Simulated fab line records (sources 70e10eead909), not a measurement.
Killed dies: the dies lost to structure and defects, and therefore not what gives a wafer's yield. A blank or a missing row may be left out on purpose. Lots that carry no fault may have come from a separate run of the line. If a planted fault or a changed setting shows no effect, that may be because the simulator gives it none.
fab line records    flow nand-harc
[record] lots = 6  wafers = 18  last-day = 32
route steps=1302 shown A_CONTACT@1055
lots that met no fault: from a run of the same line without faults
start-h: hours from the record's opening day to when the first of the lot's shown wafers began    wait-h: how many hours have passed since the lot's step before this one    " unchanged from the row above    L1.1+2: a single row standing in for several wafers    - no value present, or no start provided    * or withheld: withheld    < > ~ a bound
route shown NAME@n: NAME is a module with steps in the file, n the number in the route of the first one    usual: the fault-free wafers' mean and standard deviation    same: alike in all rows    chamber/n: place in a boat    sites: the reading at each site    _std_site: standard deviation of those values    _edge_site: the outer-site mean with the inner-site mean subtracted    radius-mm: for every site, how far away it sits from the centre of the wafer    mask NAME#n: copy n    behind: the tool/chamber that last shaped the wafer    hold: the reason the lot was held/the length of the hold in hours/how it ended    device: whichever transistor did not switch (one of n, p or np)    end of line: the same wafers' tests at the end of the route    a step without rows: its recipe alone    killed: dies lost to structure and defects at the first sort, not the wafer's yield    map: per-die view of a wafer (x killed, . not killed, _ where there is no die)
set.NAME: the setting that was run; set.NAME@STEP: the one run at that earlier step    model.NAME: the simulator's own value behind a step, which no gauge read
lots at some steps of the route; a table a step, a row a wafer
services: the hour from which a tool's chamber was out of use, counted from the record's first day as start-h (under 0 if before that day), plus the number of hours and why
[[steps]]
[step NHARC_A_CONTACT_ETCH_132]
[recipe] source-w = withheld  pressure-mtorr = 20  bias-v = 3000  time-s = 197  target-depth-a = 19240  ar-flow-sccm = withheld  c4f8-flow-sccm = withheld  o2-flow-sccm = withheld  chemistry = C4F8/O2/Ar
[same] time-s = 197
lot.wafer  tool             chamber  start-h  wait-h  rf-hours-counter-h
L904.1     har-cap-etch-01  0        522.29   0.2     1
L904.3     "                0        "        "       -
L904.6     "                1        "        "       -
L910.1     har-cap-etch-02  1        575.73   0.1     98
L910.3     "                1        "        "       -
L910.6     "                0        "        "       -
L912.1     har-cap-etch-01  0        634.98   0.1     21
L912.6     "                0        "        "       -
L912.5     "                1        "        "       -
L920.2     har-cap-etch-02  0        680.13   0.1     116
L920.4     "                1        "        "       -
L920.6     "                1        "        "       -
L921.2     har-cap-etch-01  0        682.59   0.1     30
L921.3     "                1        "        "       -
L921.6     "                0        "        "       -
L925.1     har-cap-etch-01  1        718.85   0.1     38
L925.3     "                0        "        "       -
L925.6     "                1        "        "       -
[step NHARC_A_CONTACT_ETCH_133]
[recipe] source-w = withheld  pressure-mtorr = 20  bias-v = 400  time-s = 374  target-depth-a = 16100  ar-flow-sccm = withheld  c4f8-flow-sccm = 11.5  o2-flow-sccm = 7.2  chemistry = C4F8/O2/Ar
[same] time-s = 374
lot.wafer  tool             chamber  start-h  wait-h  rf-hours-counter-h
L904.1     har-cap-etch-01  0        522.53   0.2     1
L904.3     "                0        "        "       -
L904.6     "                1        "        "       -
L910.1     har-cap-etch-02  1        575.90   0.1     98
L910.3     "                1        "        "       -
L910.6     "                0        "        "       -
L912.1     har-cap-etch-01  0        635.16   0.1     21
L912.6     "                0        "        "       -
L912.5     "                1        "        "       -
L920.2     har-cap-etch-02  0        680.35   0.2     116
L920.4     "                1        "        "       -
L920.6     "                1        "        "       -
L921.2     har-cap-etch-01  0        682.81   0.2     30
L921.3     "                1        "        "       -
L921.6     "                0        "        "       -
L925.1     har-cap-etch-01  1        719.07   0.2     38
L925.3     "                0        "        "       -
L925.6     "                1        "        "       -
[step NHARC_A_CONTACT_ETCH_91]
[recipe] target-depth-a = 400  over-etch-frac = 0.5  time-s = 85.7  ion-energy-ev = 120  ch3f-flow-sccm = 50  o2-flow-sccm = 30  ar-flow-sccm = 200  rf-w = 500  bias-w = 100  chemistry = CH3F/O2
[usual] drypump-motor-current-A = 5.9/0.37  o2-flow-sccm = 30.02/0.092  oes-product-au = 0.939/0.03  rf-vpp-V = 244.0/1.6  showerhead-plenum-p-Torr = 2.43/0.09  throttle-valve-pct = 20.663/0.0084
[same] time-s = 85.7
lot.wafer  tool         chamber  start-h  wait-h  drypump-motor-current-A  o2-flow-sccm  oes-product-au  rf-hours-counter-h  rf-vpp-V  showerhead-plenum-p-Torr  throttle-valve-pct
L904.1     rie-diel-04  1        523.46   0.8     5.6                      30.02         0.962           23                  243.7     2.39                      20.679
L904.3     "            3        "        "       5.5                      30.04         0.955           24                  244.6     2.50                      20.680
L904.6     "            1        "        "       5.6                      30.02         0.963           -                   243.9     2.40                      20.659
L910.3     rie-diel-03  3        576.69   0.6     6.3                      30.06         0.926           39                  244.3     2.44                      20.669
L910.1     "            1        "        "       5.6                      30.13         0.911           33                  245.9     2.52                      20.678
L910.6     "            3        "        "       6.3                      30.04         0.928           -                   243.0     2.44                      20.661
L912.1     rie-diel-04  3        635.96   0.7     5.5                      30.03         1.001           14                  244.8     2.49                      20.662
L912.5     "            2        "        "       6.3                      30.07         0.979           -                   246.7     2.52                      20.652
L912.6     "            3        "        "       5.5                      29.94         1.019           -                   244.9     2.49                      20.664
L920.2     rie-diel-02  3        681.09   0.7     6.2                      30.02         0.935           35                  243.2     2.41                      20.665
L920.4     "            1        "        "       6.0                      29.91         0.920           34                  240.9     2.34                      20.654
L920.6     "            3        "        "       6.1                      30.03         0.934           -                   244.6     2.41                      20.655
L921.3     rie-diel-03  1        683.53   0.6     5.6                      29.95         0.926           13                  245.5     2.50                      20.661
L921.2     "            3        "        "       6.3                      30.09         0.916           12                  241.8     2.42                      20.668
L921.6     "            1        "        "       5.6                      29.94         0.929           -                   245.4     2.50                      20.652
L925.3     rie-diel-04  1        719.79   0.6     5.6                      30.00         0.992           0                   243.8     2.38                      20.651
L925.1     "            3        "        "       5.5                      29.90         1.001           0                   244.9     2.49                      20.655
L925.6     "            0        "        "       5.6                      30.00         1.013           -                   240.9     2.30                      20.674
[step NHARC_A_CONTACT_ETCH_97]
[recipe] target-depth-a = 200  over-etch-frac = 0.5  time-s = 10  ion-energy-ev = 250  c4f6-flow-sccm = 25  o2-flow-sccm = 20  ar-flow-sccm = 500  rf-w = 600  bias-w = 500  chemistry = C4F6/O2
[usual] drypump-motor-current-A = 5.9/0.36  o2-flow-sccm = 19.99/0.051  oes-product-au = 0.955/0.023  rf-vpp-V = 545.9/2.7  showerhead-plenum-p-Torr = 3.87/0.14  throttle-valve-pct = 26.904/0.009
[same] time-s = 10
lot.wafer  tool         chamber  start-h  wait-h  drypump-motor-current-A  o2-flow-sccm  oes-product-au  rf-hours-counter-h  rf-vpp-V  showerhead-plenum-p-Torr  throttle-valve-pct
L904.1     rie-diel-04  3        -        -       5.5                      19.92         0.954           24                  548.3     3.98                      26.892
L904.3     "            1        "        "       5.6                      19.96         0.960           23                  544.7     3.83                      26.897
L904.6     "            3        "        "       5.5                      19.98         0.964           -                   548.3     3.99                      26.894
L910.3     rie-diel-03  1        -        -       5.6                      19.89         0.956           33                  548.6     4.01                      26.896
L910.1     "            0        "        "       5.7                      19.98         0.962           40                  546.7     3.94                      26.902
L910.6     "            1        "        "       5.6                      20.00         0.940           -                   548.7     4.01                      26.905
L912.1     rie-diel-04  3        -        -       5.5                      19.99         1.007           14                  548.7     3.98                      26.903
L912.5     "            2        "        "       6.3                      20.01         0.986           -                   548.9     4.01                      26.893
L912.6     "            3        "        "       5.5                      20.00         1.006           -                   546.7     3.98                      26.905
L920.2     rie-diel-02  1        -        -       6.0                      19.98         0.937           34                  543.4     3.74                      26.893
L920.4     "            0        "        "       5.6                      19.91         0.959           31                  548.3     3.95                      26.893
L920.6     "            2        "        "       6.0                      19.99         0.958           -                   542.3     3.66                      26.892
L921.2     rie-diel-03  1        -        -       5.6                      20.02         0.958           13                  547.8     3.99                      26.910
L921.3     "            2        "        "       6.6                      19.91         0.947           13                  552.4     4.22                      26.896
L921.6     "            0        "        "       5.7                      20.05         0.946           -                   546.1     3.92                      26.906
L925.1     rie-diel-04  0        -        -       5.6                      19.94         1.007           0                   542.9     3.69                      26.890
L925.3     "            1        "        "       5.6                      19.96         0.995           0                   546.6     3.81                      26.911
L925.6     "            2        "        "       6.3                      20.07         0.981           -                   548.6     4.01                      26.908
[step NHARC_A_CONTACT_CD_MEAS_80]
[usual] cd-nm = 289.5/0.68
lot.wafer  tool       chamber  start-h  wait-h  cd-nm
L904.1     cd-sem-02  -        523.68   -       290.2
L904.3     "          -        "        "       289.7
L904.6     "          -        "        "       289.8
L910.1     cd-sem-03  -        576.90   -       289.7
L910.3     "          -        "        "       289.6
L910.6     "          -        "        "       289.5
L912.1     cd-sem-01  -        636.17   -       288.3
L912.5     "          -        "        "       287.7
L912.6     "          -        "        "       288.5
L920.2     cd-sem-02  -        681.30   -       289.5
L920.4     "          -        "        "       290.3
L920.6     "          -        "        "       290.2
L921.2     cd-sem-01  -        683.74   -       289.7
L921.3     "          -        "        "       289.9
L921.6     "          -        "        "       289.6
L925.1     cd-sem-02  -        720.06   -       288.5
L925.3     "          -        "        "       290.2
L925.6     "          -        "        "       290.0
[step NHARC_A_CONTACT_STRIP_103]
[recipe] n2-flow-sccm = 150  h2-flow-sccm = 150  ar-flow-sccm = 0  bias-w = 0  chemistry = N2/H2
[step NHARC_A_CONTACT_STRIP_104]
[recipe] cf4-flow-sccm = 100  chf3-flow-sccm = 30  ar-flow-sccm = 0  bias-w = 0  chemistry = CF4/CHF3
[step NHARC_A_CONTACT_STRIP_105]
[recipe] o2-flow-sccm = 400  cos-flow-sccm = 20  ar-flow-sccm = 0  bias-w = 0  chemistry = O2/COS
[step NHARC_A_CONTACT_ETCH_106]
[recipe] target-depth-a = 900  overetch-a = 90  time-s = 49.5  ion-energy-ev = 100  cf4-flow-sccm = 80  o2-flow-sccm = 20  ar-flow-sccm = 0  rf-w = 300  bias-w = 100  chemistry = CF4/O2
[usual] drypump-motor-current-A = 5.8/0.33  o2-flow-sccm = 19.99/0.06  oes-product-au = 1.002/0.011  rf-vpp-V = 197.4/1.2  showerhead-plenum-p-Torr = 1.31/0.048  throttle-valve-pct = 13.396/0.0086
[same] time-s = 49.5
lot.wafer  tool         chamber  start-h  wait-h  drypump-motor-current-A  o2-flow-sccm  oes-product-au  rf-hours-counter-h  rf-vpp-V  showerhead-plenum-p-Torr  throttle-valve-pct
L904.3     rie-diel-04  2        523.98   0.1     6.3                      20.00         1.004           29                  198.0     1.37                      13.390
L904.1     "            3        "        "       5.5                      20.00         1.019           24                  198.5     1.36                      13.409
L904.6     "            1        "        "       5.6                      20.01         0.992           -                   195.5     1.30                      13.399
L910.1     rie-diel-04  0        577.20   0.1     5.6                      20.01         1.003           6                   196.6     1.26                      13.411
L910.3     "            2        "        "       6.3                      19.97         1.000           6                   198.5     1.37                      13.388
L910.6     "            3        "        "       5.5                      19.87         1.009           -                   198.0     1.36                      13.406
L912.1     rie-diel-04  2        636.70   0.1     6.3                      20.01         0.975           14                  199.8     1.37                      13.390
L912.5     "            0        "        "       5.6                      19.93         1.001           -                   196.6     1.25                      13.395
L912.6     "            1        "        "       5.6                      19.95         1.007           -                   197.2     1.30                      13.391
L920.2     rie-diel-04  1        681.61   0.1     5.6                      20.07         1.013           21                  196.8     1.30                      13.386
L920.4     "            2        "        "       6.2                      19.93         0.992           23                  197.4     1.37                      13.398
L920.6     "            3        "        "       5.5                      20.04         1.011           -                   198.9     1.35                      13.407
L921.3     rie-diel-02  0        684.03   0.1     5.6                      19.93         1.021           31                  196.8     1.34                      13.390
L921.2     "            1        "        "       5.9                      20.01         0.988           35                  196.2     1.27                      13.392
L921.6     "            0        "        "       5.6                      20.02         1.014           -                   198.0     1.34                      13.396
L925.3     rie-diel-04  1        720.35   0.1     5.6                      20.10         0.991           0                   197.4     1.29                      13.404
L925.1     "            2        "        "       6.2                      19.98         1.002           0                   197.2     1.36                      13.395
L925.6     "            2        "        "       6.2                      20.04         0.994           -                   198.8     1.37                      13.396
[step NHARC_A_CONTACT_STRIP_82]
[recipe] o2-flow-sccm = 500  ar-flow-sccm = 0  bias-w = 0  chemistry = O2
[step NHARC_A_CONTACT_STRIP_83]
[recipe] time-s = 600  temp-c = 30  chemistry = post-etch-residue-remover
[step NHARC_A_CONTACT_DEP_84]
[recipe] target-thk-a = 28000  temp-c = 400  material = aC
[step NHARC_A_CONTACT_DEP_85]
[recipe] target-thk-a = 600  target-thk-nm = 60  temp-c = 400  pressure-torr = 3.5  flow-sccm = 200  rf-w = 350  material = SiON
[usual] chamber-pressure-Torr = 3.500/0.0085  heater-power-outer-w = 437/61  heater-power-w = 721/99
lot.wafer  tool      chamber  start-h  wait-h  chamber-pressure-Torr  heater-power-outer-w  heater-power-w
L904.3     pecvd-03  0        528.55   0.9     3.484                  434                   740
L904.1     "         1        "        "       3.495                  368                   579
L904.6     "         2        "        "       3.509                  406                   765
L910.1     pecvd-04  2        579.60   1.5     3.500                  444                   668
L910.3     "         0        "        "       3.507                  543                   869
L910.6     "         0        "        "       3.501                  558                   863
L912.1     pecvd-01  2        639.82   1.6     3.496                  449                   743
L912.6     "         2        "        "       3.498                  455                   747
L912.5     "         0        "        "       3.503                  524                   899
L920.2     pecvd-04  1        684.01   1.2     -                      -                     -
L920.4     "         1        "        "       -                      -                     -
L920.6     "         2        "        "       -                      -                     -
L921.2     pecvd-01  0        690.04   1.2     -                      -                     -
L921.3     "         2        "        "       -                      -                     -
L921.6     "         2        "        "       -                      -                     -
L925.3     pecvd-01  2        724.16   1.2     3.511                  444                   748
L925.1     "         0        "        "       3.505                  517                   873
L925.6     "         2        "        "       3.498                  432                   736
[step NHARC_A_CONTACT_DEHYDRATE_00]
[recipe] temp-c = 150  time-s = 120
[[services]]
tool             chamber  start-h  hours  kind
rie-diel-04      0        511.59   -      clean
rie-diel-04      1        511.59   -      clean
rie-diel-04      2        511.59   -      clean
rie-diel-04      3        511.59   -      clean
rie-diel-03      1        518.37   15.8   repair
pecvd-03         1        528.84   17.3   repair
rie-diel-04      -        531.90   9.0    pm
rie-diel-04      0        531.90   9.0    vent-cycle
rie-diel-04      1        531.90   9.0    vent-cycle
rie-diel-04      2        531.90   9.0    vent-cycle
pecvd-03         -        547.00   13.0   pm
pecvd-01         0        558.26   10.0   repair
rie-diel-02      -        572.22   9.0    pm
pecvd-04         -        610.05   0.5    repair
pecvd-03         -        629.85   2.7    repair
pecvd-04         -        631.34   13.0   pm
pecvd-03         -        633.34   106.0  repair
rie-diel-03      -        635.98   9.0    pm
pecvd-01         -        673.57   13.0   pm
rie-diel-03      2        686.75   4.4    repair
rie-diel-03      1        698.73   5.7    repair
har-cap-etch-02  -        702.83   0.5    repair
rie-diel-04      -        708.93   9.0    pm
pecvd-04         -        715.44   1.6    repair
[[key]]
[first-sign] step = NHARC_A_CONTACT_DEP_85  reading = tool-record  direction = missing
effect none on later readings
met-at NHARC_A_CONTACT_DEP_85
struck-wafers L920.2,L920.4,L920.6,L921.2,L921.3,L921.6
later-rows-left-out L920.2,L920.4,L920.6,L921.2,L921.3,L921.6
sort-left-out L920.2,L920.4,L920.6,L921.2,L921.3,L921.6
tester-left-out L920,L921
onset-between 639.82 684.01
[fault] kind = skipped-step-whole  tool = pecvd-01,pecvd-04  chamber = -  onset-h = 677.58  steps = NHARC_A_CONTACT_DEP_85  scope = struck-lots-only
// tester-left-out: of these lots the tester's yield and bins aren't shown, on N5 and GAA mostly nor the transistor test; their killed dies are dies lost to structure and defects alone, not to doping, threshold or leakage, so they don't give the yield
// sort-left-out: the simulated sort isn't trusted on such a fault, so these wafers' sort isn't shown, and their yield isn't known
// later-rows-left-out: the simulator's readings of these wafers behind a module that went badly wrong aren't trusted and aren't shown, but for the sort
